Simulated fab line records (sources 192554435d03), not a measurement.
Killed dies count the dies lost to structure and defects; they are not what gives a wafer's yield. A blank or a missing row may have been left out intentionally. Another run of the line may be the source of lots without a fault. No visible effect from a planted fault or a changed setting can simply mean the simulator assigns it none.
A struck lot beside a sound one ; flow n5-finfet ; 13 steps out of a route of 1938
Sound: the wafers L856.2, L856.3, L856.4. Wafers struck: L869.2, L869.4, L869.6. The cause is named last.
At each step with rows: each side's tool, then ch and its chambers, then its first start. Under that, the readings that differ: sound wafers ; struck wafers ; difference of the means ; sigmas: that difference in standard deviations of wafers without a fault.
alike: same words and numbers on both sides, and readings whose means sit less than 2 such deviations apart. not compared: any withheld reading, any reading some wafer has no value for, any bound like >300 that may hide the same value, and any number with overlapping values for which the record gives no deviation.
Wherever a step has rows on one side only, a row that says differs or no value, or a row with sigmas, the two part there. When numbers do not overlap yet have no deviation, they are printed without sigmas and do not part them. Lack of a reading on every wafer of one side parts them only where that side has two or more wafers.

N5_MOL_CONTACT_COAG_CO_FILL_22: material Co, precursor CCTBA/H2, target thk 20 nm.
  sound on cvd-co-01 ch 0,1,2, day 5 15:08; struck on cvd-co-01 ch 1,2, day 9 02:32
  alike: heater-power-w
N5_MOL_CONTACT_COAG_ANNEAL_113: time 300 s.
  sound on rtp-anneal-02 ch 0, day 5 15:57; struck on rtp-anneal-02 ch 0, day 9 03:17
  alike: lamp-power-pct, wafer_temp_C_max
then, 1 step without rows for these wafers: N5_MOL_CONTACT_COAG_PRE_CLEAN_142 (time 60 s).
N5_MOL_CONTACT_COAG_SPUTTER_130: material Co, target thk 47.5 nm.
  struck on pvd-sputter-02, day 9 07:37; sound on pvd-sputter-02, day 5 17:53
  alike: throttle-valve-pct
then, 2 steps without rows for these wafers: N5_MOL_CONTACT_COAG_PRECLEAN_125 (cleans in DIW, time 57.5 s); N5_MOL_CONTACT_COAG_SRD_126 (dry time 32 s).
N5_MOL_CONTACT_COAG_CMP_23: polishes, stops on SiO2, t overpolish 1.5 s, target thk 0 nm.
  sound on cmp-03 ch 0,1,3, day 5 18:13; struck on cmp-01 ch 1,3, day 9 07:47
  alike: motor-current-A, overpolish-run-s, platen-rpm, time-to-endpoint-s
then, 2 steps without rows for these wafers: N5_MOL_CONTACT_COAG_WET_ETCH_26 (target Co, target depth 13 nm); N5_MOL_CONTACT_COAG_WET_ETCH_116 (etches the open film in SC1-inhibited, target depth 4.6 nm, rinse time 30 s).
N5_MOL_CONTACT_COAG_ALD_27: deposits SiOC, target thk 17 nm, pulse time 1.5 s, time 2720 s.
  sound on ald-sin-01 ch 0,1,2, day 5 19:02; struck on ald-sin-02 ch 1,2,3, day 9 08:49
  alike: heater-power-w, precursor-pulse-height-rel
N5_MOL_CONTACT_COAG_CMP_28: polishes, stops on SiNx, t overpolish 0.85 s, target thk 14.522 nm.
  sound on cmp-03 ch 0,2,3, day 5 20:36; struck on cmp-01 ch 0,1,2, day 9 10:22
reading;sound;struck;difference;sigmas
platen-rpm (rpm);51.84 51.78 51.78;49.74 49.74 49.71;-2.07;-63
  alike: motor-current-A, time-to-endpoint-s
N5_MOL_CONTACT_COAG_THK_MEAS_29:
  struck on film-metro-01, day 9 10:40; sound on film-metro-01, day 5 20:54
  alike: MD_CAP_THK
-- a jump in the record: the struck wafers' starts before and after are 3 days apart (it breaks off in module MOL_CONTACT_COAG and resumes in module BEOL_M4, where the first step shown is number 1111 of the route) --
N5_BEOL_M4_RC_MEAS_101:
  sound on prober-01 ch 0, day 8 18:37; struck on prober-01 ch 0, day 12 09:55
  alike: DIBL_N, DIBL_P, IOFF_N, IOFF_P, ION_N, ION_P, SS_N, SS_P, VT_N, VT_P

== WHERE THEY PART ==
Only at N5_MOL_CONTACT_COAG_CMP_28, as far as this record shows. Later steps at which nothing parts them and some readings are alike: N5_MOL_CONTACT_COAG_THK_MEAS_29, N5_BEOL_M4_RC_MEAS_101.

WHY: what the simulator had put in
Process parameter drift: cmp-01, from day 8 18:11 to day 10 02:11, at N5_MOL_CONTACT_COAG_CMP_28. The setting platen-rpm was moved by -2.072, starting from 51.8. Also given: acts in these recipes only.
